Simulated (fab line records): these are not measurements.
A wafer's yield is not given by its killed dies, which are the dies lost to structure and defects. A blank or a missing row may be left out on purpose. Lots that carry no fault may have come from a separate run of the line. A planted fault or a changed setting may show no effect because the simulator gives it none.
Split-lot trial :: flow n5 finfet :: 21 wafers read from 7 lots, route of 1938 steps

## ON THE SPLIT
At N5_BEOL_M11_PECVD_70 (deposits SiO2 from TEOS/O2, target thk 20 nm, time 22.7 s), the setting time s was moved away from the recipe's 22.7 s on 8 of the 21 wafers read, by -14.7% to +10.0%. The other wafers ran this setting at the recipe's value.

The reading comes from the split's own step.

## THE READING
SiO2_of_BEOL_M11_PECVD_70.thk nm (the simulator's own value, which no gauge read), in nm, at N5_BEOL_M11_PECVD_70 (deposits SiO2 from TEOS/O2, target thk 20 nm, time 22.7 s). The file does not state a usual value for it. Average 20.2 nm, standard deviation 0.35 nm, over the 13 wafers here run with the recipe.

wafer: L077.2
tool, chamber at the split: pecvd-02, 0
time s as run, s: 22.7
against the recipe: recipe
SiO2_of_BEOL_M11_PECVD_70.thk nm, nm: 20.4
against lot-mates on the recipe: -

wafer: L077.4
tool, chamber at the split: pecvd-02, 0,2
time s as run, s: 22.7
against the recipe: recipe
SiO2_of_BEOL_M11_PECVD_70.thk nm, nm: 20.8
against lot-mates on the recipe: -

wafer: L077.6
tool, chamber at the split: pecvd-02, 0,2
time s as run, s: 22.7
against the recipe: recipe
SiO2_of_BEOL_M11_PECVD_70.thk nm, nm: 20.8
against lot-mates on the recipe: -

wafer: L081.1
tool, chamber at the split: pecvd-04, 0
time s as run, s: 22.7
against the recipe: recipe
SiO2_of_BEOL_M11_PECVD_70.thk nm, nm: 20
against lot-mates on the recipe: -

wafer: L081.2
tool, chamber at the split: pecvd-04, 2
time s as run, s: 24.96
against the recipe: +10.0%
SiO2_of_BEOL_M11_PECVD_70.thk nm, nm: 22.4
against lot-mates on the recipe: +2.4

wafer: L081.3
tool, chamber at the split: pecvd-04, 1
time s as run, s: 24.96
against the recipe: +10.0%
SiO2_of_BEOL_M11_PECVD_70.thk nm, nm: 21.8
against lot-mates on the recipe: +1.8

wafer: L087.1
tool, chamber at the split: pecvd-04, 0,1
time s as run, s: 22.7
against the recipe: recipe
SiO2_of_BEOL_M11_PECVD_70.thk nm, nm: 20.2
against lot-mates on the recipe: -

wafer: L087.6
tool, chamber at the split: pecvd-04, 0,1
time s as run, s: 22.7
against the recipe: recipe
SiO2_of_BEOL_M11_PECVD_70.thk nm, nm: 20.2
against lot-mates on the recipe: -

wafer: L087.3
tool, chamber at the split: pecvd-04, 2
time s as run, s: 22.7
against the recipe: recipe
SiO2_of_BEOL_M11_PECVD_70.thk nm, nm: 20.4
against lot-mates on the recipe: -

wafer: L088.3
tool, chamber at the split: pecvd-01, 1,0
time s as run, s: 22.7
against the recipe: recipe
SiO2_of_BEOL_M11_PECVD_70.thk nm, nm: 19.8
against lot-mates on the recipe: -

wafer: L088.5
tool, chamber at the split: pecvd-01, 1,0
time s as run, s: 22.7
against the recipe: recipe
SiO2_of_BEOL_M11_PECVD_70.thk nm, nm: 19.8
against lot-mates on the recipe: -

wafer: L088.4
tool, chamber at the split: pecvd-01, 1
time s as run, s: 19.72
against the recipe: -13.1%
SiO2_of_BEOL_M11_PECVD_70.thk nm, nm: 17.8
against lot-mates on the recipe: -2.0

wafer: L089.2
tool, chamber at the split: pecvd-02, 2
time s as run, s: 22.7
against the recipe: recipe
SiO2_of_BEOL_M11_PECVD_70.thk nm, nm: 20
against lot-mates on the recipe: -

wafer: L089.3
tool, chamber at the split: pecvd-02, 1
time s as run, s: 22.7
against the recipe: recipe
SiO2_of_BEOL_M11_PECVD_70.thk nm, nm: 20.4
against lot-mates on the recipe: -

wafer: L089.4
tool, chamber at the split: pecvd-02, 0
time s as run, s: 19.36
against the recipe: -14.7%
SiO2_of_BEOL_M11_PECVD_70.thk nm, nm: 17.8
against lot-mates on the recipe: -2.4

wafer: L094.2
tool, chamber at the split: pecvd-01, 1
time s as run, s: 21.84
against the recipe: -3.8%
SiO2_of_BEOL_M11_PECVD_70.thk nm, nm: 19.2
against lot-mates on the recipe: -0.6

wafer: L094.5
tool, chamber at the split: pecvd-01, 1
time s as run, s: 21.84
against the recipe: -3.8%
SiO2_of_BEOL_M11_PECVD_70.thk nm, nm: 19.6
against lot-mates on the recipe: -0.2

wafer: L094.6
tool, chamber at the split: pecvd-01, 0
time s as run, s: 22.7
against the recipe: recipe
SiO2_of_BEOL_M11_PECVD_70.thk nm, nm: 19.8
against lot-mates on the recipe: -

wafer: L097.1
tool, chamber at the split: pecvd-01, 1
time s as run, s: 22.7
against the recipe: recipe
SiO2_of_BEOL_M11_PECVD_70.thk nm, nm: 19.8
against lot-mates on the recipe: -

wafer: L097.2
tool, chamber at the split: pecvd-01, 0
time s as run, s: 21.07
against the recipe: -7.2%
SiO2_of_BEOL_M11_PECVD_70.thk nm, nm: 18.2
against lot-mates on the recipe: -1.6

wafer: L097.3
tool, chamber at the split: pecvd-01, 2
time s as run, s: 21.07
against the recipe: -7.2%
SiO2_of_BEOL_M11_PECVD_70.thk nm, nm: 18.4
against lot-mates on the recipe: -1.4
The file does not say which wafer passed through which chamber wherever a row lists several chambers: such a row stands for several wafers.

FIT RESULTS
A straight line over all 21 wafers: SiO2_of_BEOL_M11_PECVD_70.thk nm changes by +0.19 nm for each +1% of time s; r = +0.95; the points scatter about the line by 0.37 nm.
The same after taking each lot's own level away (the mean of its wafers on the recipe; 21 wafers): +0.181 nm for each +1%; r = +0.98; scatter 0.23 nm.
On that fit, the largest move of time s shifts the reading by 2.7 nm.
Measured against the standard deviation above, the lots' own levels, which go from 19.80 to 20.67 nm, span 2.5 times it.
Hence the lot-to-lot level has little effect on the slope; both slopes agree.
Check: for one of the wafers moved furthest among these (-14.7%), held out of the fit, the line's prediction against its lot-mates is -2.68 nm. It came out at -2.4 nm against them.

## OTHER SPLITS APPLIED TO THESE WAFERS
Note: prior to the reading, these wafers also went through further splits. Each is held against what the fit with the lots' levels taken away leaves over:
other split on the same wafers: N5_BEOL_M9_EXPOSE_25 dose mj
wafers away from the commonest value: 5
r with SiO2_of_BEOL_M11_PECVD_70.thk nm (lot level and that fit taken away): -0.14

other split on the same wafers: N5_BEOL_M10_COAT_64 spin rpm
wafers away from the commonest value: 8
r with SiO2_of_BEOL_M11_PECVD_70.thk nm (lot level and that fit taken away): -0.03

## FILE'S OWN FIT
SiO2_of_BEOL_M11_PECVD_70.thk nm changes by +0.171 nm for each +1% of time s, r = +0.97.
